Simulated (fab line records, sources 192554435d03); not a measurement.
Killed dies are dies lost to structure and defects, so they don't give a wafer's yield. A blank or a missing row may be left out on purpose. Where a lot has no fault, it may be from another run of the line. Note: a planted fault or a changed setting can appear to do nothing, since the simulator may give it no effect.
Which tool is to blame?    flow n5Finfet    24 lots with 72 wafers sampled at 6 steps, on a route of 1938 steps

== WHAT THE GAUGES READ, wafer by wafer ==
N5_MOL_CONTACT_COAG_INSPECT_42: inspects for defects (brightfield).
lot   measured      on                rawDefectCount
L074  day 5 13:27   defectInspect-02  198 192 199
L075  day 5 15:54   defectInspect-01  187 378 158
L076  day 5 21:04   defectInspect-02  196 150 223
L077  day 5 21:37   defectInspect-02  177 151 163
L078  day 6 04:06   defectInspect-02  186 118 107
L079  day 6 11:35   defectInspect-02  198 282 189
L080  day 6 16:37   defectInspect-01  139 156 192
L081  day 6 21:33   defectInspect-02  184 225 227
L082  day 7 02:16   defectInspect-01  185 153 131
L083  day 7 12:00   defectInspect-02  179 158 171
L084  day 7 16:38   defectInspect-02  128 231 202
L085  day 8 00:37   defectInspect-02  226 233 178
L086  day 8 03:34   defectInspect-02  193 193 156
L087  day 8 09:12   defectInspect-02  122 133 116
L088  day 8 17:10   defectInspect-02  212 200 135
L089  day 9 03:35   defectInspect-01  137 160 133
L090  day 9 03:31   defectInspect-02  265 211 202
L091  day 9 10:05   defectInspect-02  287 124 129
L092  day 9 17:29   defectInspect-02  252 213 143
L093  day 9 21:23   defectInspect-02  183 112 139
L094  day 10 04:28  defectInspect-01  115 198 271
L095  day 10 08:30  defectInspect-02  206 118 152
L096  day 10 14:43  defectInspect-02  133 158 146
L097  day 10 20:51  defectInspect-01  136 183 156

N5_MOL_CONTACT_COAG_THK_MEAS_53.
lot   measured      on            VIA_MOL_THK (nm)
L074  day 5 15:14   filmMetro-01  43.8 43.7 44.0
L075  day 5 17:32   filmMetro-01  44.3 44.2 44.1
L076  day 5 22:49   filmMetro-01  42.6 42.7 43.9
L077  day 5 23:13   filmMetro-01  43.3 41.9 42.5
L078  day 6 05:49   filmMetro-01  42.7 44.5 44.2
L079  day 6 13:36   filmMetro-01  43.0 43.2 43.3
L080  day 6 18:42   filmMetro-02  42.6 45.5 43.3
L081  day 7 00:16   filmMetro-01  42.3 42.9 44.0
L082  day 7 03:54   filmMetro-02  43.3 44.0 44.5
L083  day 7 13:36   filmMetro-01  42.4 42.9 43.0
L084  day 7 18:38   filmMetro-01  43.9 43.1 44.6
L085  day 8 02:25   filmMetro-02  42.5 44.0 43.7
L086  day 8 05:17   filmMetro-02  43.6 43.4 44.3
L087  day 8 10:49   filmMetro-01  43.6 43.7 44.6
L088  day 8 19:30   filmMetro-02  43.2 44.7 45.3
L089  day 9 05:23   filmMetro-02  44.0 44.9 44.1
L090  day 9 05:12   filmMetro-01  43.9 43.4 43.9
L091  day 9 11:41   filmMetro-02  42.7 43.5 44.8
L092  day 9 19:06   filmMetro-01  42.7 42.9 43.3
L093  day 9 23:01   filmMetro-02  42.3 44.3 43.6
L094  day 10 06:44  filmMetro-01  44.2 44.4 44.8
L095  day 10 10:29  filmMetro-02  44.4 44.0 45.2
L096  day 10 16:50  filmMetro-02  43.6 44.8 43.5
L097  day 10 22:27  filmMetro-02  43.4 43.5 44.9

N5_BEOL_M0_SAQP_THK_MEAS_05.
lot   measured      on            thkNm (nm)
L074  day 5 19:34   filmMetro-02  59.9 60.4 60.6
L075  day 5 23:19   filmMetro-01  60.7 60.5 59.5
L076  day 6 03:10   filmMetro-02  58.8 59.0 60.5
L077  day 6 06:49   filmMetro-02  59.7 58.9 60.6
L078  day 6 10:49   filmMetro-01  58.3 60.6 60.1
L079  day 6 18:11   filmMetro-01  58.4 58.6 59.4
L080  day 6 22:49   filmMetro-01  58.9 60.8 60.2
L081  day 7 07:25   filmMetro-01  59.3 59.3 60.2
L082  day 7 07:43   filmMetro-02  58.0 60.1 59.5
L083  day 7 17:54   filmMetro-01  60.6 61.2 61.2
L084  day 7 22:29   filmMetro-02  59.2 58.7 59.9
L085  day 8 07:19   filmMetro-01  58.5 59.3 60.9
L086  day 8 10:19   filmMetro-01  59.2 59.6 60.7
L087  day 8 15:29   filmMetro-02  59.4 60.2 59.4
L088  day 9 00:50   filmMetro-02  58.7 59.5 60.2
L089  day 9 12:31   filmMetro-02  59.3 60.3 60.4
L090  day 9 09:41   filmMetro-02  60.1 59.6 60.2
L091  day 9 16:10   filmMetro-01  59.4 59.9 61.2
L092  day 9 23:28   filmMetro-02  58.8 59.7 59.5
L093  day 10 03:26  filmMetro-02  60.6 60.2 60.6
L094  day 10 12:02  filmMetro-01  59.8 59.7 61.0
L095  day 10 15:46  filmMetro-02  59.0 59.1 59.8
L096  day 10 22:15  filmMetro-02  58.1 60.3 58.2
L097  day 11 02:31  filmMetro-02  58.3 59.2 60.6

== EACH LOT AND THE TOOL THAT RAN IT (in order: tool; ch and the chambers of the sampled wafers; start) ==
lot   N5_GATE_CUT_CMP_61             N5_MOL_CONTACT_COAG_ETCHBACK_132   N5_BEOL_M0_SAQP_PECVD_97
L074  cmp-03 ch 0,1,2, day 4 22:17   rieDiel-06 ch 0,3, day 5 12:26     pecvd-01 ch 0,1,2, day 5 19:26
L075  cmp-01 ch 0,2,3, day 5 04:11   rieDiel-02 ch 0,1,3, day 5 14:52   pecvd-01 ch 0,1,2, day 5 23:11
L076  cmp-03 ch 1,2,3, day 5 08:17   rieDiel-06 ch 0,1,3, day 5 20:01   pecvd-04 ch 0,1,2, day 6 03:01
L077  cmp-04 ch 0,1,2, day 5 09:46   rieDiel-02 ch 1,2,3, day 5 20:36   pecvd-04 ch 0,1, day 6 06:40
L078  cmp-03 ch 1,2,3, day 5 16:36   rieDiel-05 ch 1,2, day 6 03:05     pecvd-04 ch 0,2, day 6 10:41
L079  cmp-03 ch 0,1,2, day 5 23:30   rieDiel-02 ch 1,3, day 6 10:41     pecvd-03 ch 0,1,2, day 6 18:02
L080  cmp-01 ch 0,1, day 6 04:27     rieDiel-06 ch 1,3, day 6 15:35     pecvd-03 ch 1,2, day 6 22:41
L081  cmp-03 ch 0,1,2, day 6 09:57   rieDiel-02 ch 1,2,3, day 6 20:31   pecvd-03 ch 0,2, day 7 07:17
L082  cmp-01 ch 0,3, day 6 15:23     rieDiel-05 ch 1,2, day 7 01:22     pecvd-03 ch 1,2, day 7 07:35
L083  cmp-01 ch 0,1, day 6 19:34     rieDiel-02 ch 0,3, day 7 11:06     pecvd-01 ch 0,1, day 7 17:46
L084  cmp-03 ch 0,2, day 7 01:45     rieDiel-06 ch 0,3, day 7 15:44     pecvd-03 ch 0,1,2, day 7 22:21
L085  cmp-01 ch 2,3, day 7 11:16     rieDiel-06 ch 0,2, day 7 23:36     pecvd-04 ch 0,1, day 8 07:08
L086  cmp-01 ch 1,2, day 7 16:08     rieDiel-06 ch 2,3, day 8 02:41     pecvd-01 ch 0,1,2, day 8 10:11
L087  cmp-04 ch 1,2, day 7 21:26     rieDiel-06 ch 0,3, day 8 08:16     pecvd-01 ch 1,2, day 8 15:21
L088  cmp-03 ch 1,2,3, day 8 04:26   rieDiel-06 ch 1,2,3, day 8 16:09   pecvd-03 ch 1,2, day 9 00:42
L089  cmp-03 ch 0,2,3, day 8 12:14   rieDiel-02 ch 0,3, day 9 02:37     pecvd-01 ch 0,1, day 9 12:23
L090  cmp-03 ch 0,2,3, day 8 14:38   rieDiel-05 ch 2,3, day 9 02:30     pecvd-03 ch 0,1, day 9 09:33
L091  cmp-04 ch 0,2,3, day 8 22:32   rieDiel-06 ch 0,1, day 9 09:11     pecvd-04 ch 0,2, day 9 16:01
L092  cmp-04 ch 0,1,2, day 9 05:05   rieDiel-05 ch 0,2,3, day 9 16:14   pecvd-01 ch 0,1,2, day 9 23:20
L093  cmp-04 ch 0,1, day 9 10:44     rieDiel-02 ch 0,1,3, day 9 20:22   pecvd-03 ch 0,2, day 10 03:17
L094  cmp-04 ch 0,1, day 9 15:37     rieDiel-05 ch 0,2,3, day 10 03:27  pecvd-03 ch 1,2, day 10 11:51
L095  cmp-03 ch 0,1,2, day 9 21:02   rieDiel-05 ch 0,1,3, day 10 07:28  pecvd-03 ch 0,1,2, day 10 15:38
L096  cmp-01 ch 0,2,3, day 10 03:59  rieDiel-06 ch 2,3, day 10 13:39    pecvd-04 ch 0,1, day 10 22:07
L097  cmp-03 ch 1,2, day 10 10:52    rieDiel-02 ch 2,3, day 10 19:57    pecvd-04 ch 0,1,2, day 11 02:22
- N5_GATE_CUT_CMP_61: polishes, stops on SiNx, t overpolish 3 s.
- N5_MOL_CONTACT_COAG_ETCHBACK_132: etches SiO2 in CHF3, target depth 10 nm, time 6.7 s.
- N5_BEOL_M0_SAQP_PECVD_97: deposits SiNx from SiH4/NH3/N2, target thk 23 nm, time 19.9 s.

== AS READ BY THE TOOLS THEMSELVES (means over the sampled wafers that have a number; for cases with no such wafer, the mark the record gives instead) ==
N5_GATE_CUT_CMP_61.
lot   tool    motorCurrentA (A)
L074  cmp-03  12.0
L075  cmp-01  11.3
L076  cmp-03  13.0
L077  cmp-04  11.3
L078  cmp-03  12.7
L079  cmp-03  11.3
L080  cmp-01  12.0
L081  cmp-03  11.2
L082  cmp-01  11.9
L083  cmp-01  12.2
L084  cmp-03  12.1
L085  cmp-01  11.9
L086  cmp-01  11.8
L087  cmp-04  11.8
L088  cmp-03  12.5
L089  cmp-03  13.1
L090  cmp-03  13.0
L091  cmp-04  11.7
L092  cmp-04  11.9
L093  cmp-04  11.4
L094  cmp-04  11.4
L095  cmp-03  11.8
L096  cmp-01  12.0
L097  cmp-03  11.1

N5_MOL_CONTACT_COAG_ETCHBACK_132.
lot   tool        drypumpMotorCurrentA (A)  mfcArSccm (sccm)  oesProductAu (a.u.)  rfVppV (V)  showerheadPlenumPTorr (Torr)  throttleValvePct (%)
L074  rieDiel-06  5.9                       200.2             0.74                 515         2.41                          18.94
L075  rieDiel-02  5.5                       199.7             0.86                 524         2.35                          18.53
L076  rieDiel-06  5.7                       200.1             0.72                 515         2.34                          18.88
L077  rieDiel-02  5.9                       199.4             0.82                 518         2.35                          18.63
L078  rieDiel-05  6.5                       200.7             0.80                 533         2.35                          18.69
L079  rieDiel-02  5.8                       200.4             0.78                 525         2.36                          18.69
L080  rieDiel-06  6.1                       199.3             0.71                 515         2.33                          18.76
L081  rieDiel-02  5.9                       199.9             0.81                 519         2.34                          18.63
L082  rieDiel-05  6.5                       200.0             0.78                 532         2.35                          18.70
L083  rieDiel-02  5.6                       199.8             0.77                 529         2.35                          18.79
L084  rieDiel-06  5.4                       199.8             0.72                 513         2.33                          19.05
L085  rieDiel-06  5.3                       199.8             0.78                 511         2.28                          18.98
L086  rieDiel-06  6.3                       200.2             0.86                 511         2.38                          18.71
L087  rieDiel-06  6.0                       200.1             0.72                 514         2.40                          18.98
L088  rieDiel-06  6.2                       199.7             0.87                 515         2.45                          18.63
L089  rieDiel-02  5.4                       199.8             0.82                 525         2.33                          18.66
L090  rieDiel-05  5.4                       200.4             0.78                 525         2.34                          18.43
L091  rieDiel-06  5.2                       200.4             0.79                 515         2.35                          18.90
L092  rieDiel-05  5.8                       200.1             0.76                 523         2.32                          18.54
L093  rieDiel-02  5.5                       200.3             0.80                 523         2.33                          18.58
L094  rieDiel-05  5.8                       199.8             0.75                 523         2.32                          18.53
L095  rieDiel-05  5.8                       200.3             0.81                 520         2.31                          18.48
L096  rieDiel-06  6.3                       200.1             0.82                 511         2.37                          18.75
L097  rieDiel-02  6.0                       200.2             0.71                 522         2.34                          18.93

N5_BEOL_M0_SAQP_PECVD_97.
lot   tool      heaterPowerW (W)  showerheadPlenumPTorr (Torr)  throttleValvePct (%)
L074  pecvd-01  548               5.23                          40.7
L075  pecvd-01  585               5.21                          40.8
L076  pecvd-04  598               5.19                          40.4
L077  pecvd-04  560               5.20                          40.2
L078  pecvd-04  567               5.14                          39.0
L079  pecvd-03  525               5.25                          38.1
L080  pecvd-03  500               5.23                          38.6
L081  pecvd-03  609               5.28                          38.0
L082  pecvd-03  533               5.25                          38.0
L083  pecvd-01  568               5.15                          41.7
L084  pecvd-03  568               5.25                          38.5
L085  pecvd-04  564               5.24                          41.2
L086  pecvd-01  572               5.23                          40.7
L087  pecvd-01  597               5.26                          42.9
L088  pecvd-03  559               5.23                          38.5
L089  pecvd-01  572               5.20                          43.8
L090  pecvd-03  569               5.22                          38.5
L091  pecvd-04  527               5.15                          39.1
L092  pecvd-01  593               5.22                          40.9
L093  pecvd-03  628               5.27                          38.4
L094  pecvd-03  510               5.22                          38.6
L095  pecvd-03  577               5.25                          38.5
L096  pecvd-04  551               5.24                          41.2
L097  pecvd-04  592               5.19                          40.2

== THE ANSWER, worked out from the rows above alone ==
Rule: usual is defined by the lots themselves. Put in order of their means at a reading, lots are off if they are a third of the lots or fewer, leave a main group of 4 or more, and stand apart from it by a gap of 3 or more times the standard deviation of the main group's means; of several such gaps the widest counts. The tables above print the reading to a certain number of digits; a main group whose means all agree to those digits is not used. A lot without any number at a reading at which 4 lots or more have one is off too. Where the step has rows for the other lots, those lots are counted as sound. Order of review: gauges by route order, followed by the tools' own readings, for which a lot's mean as printed above is used. The first step at which some lot is off is used, and at that step the reading that is off furthest; a lot without a number counts as furthest.
No lot is off on any of the readings shown, so nothing can be concluded from this.

== WHAT WAS PUT IN BY THE SIMULATOR ==
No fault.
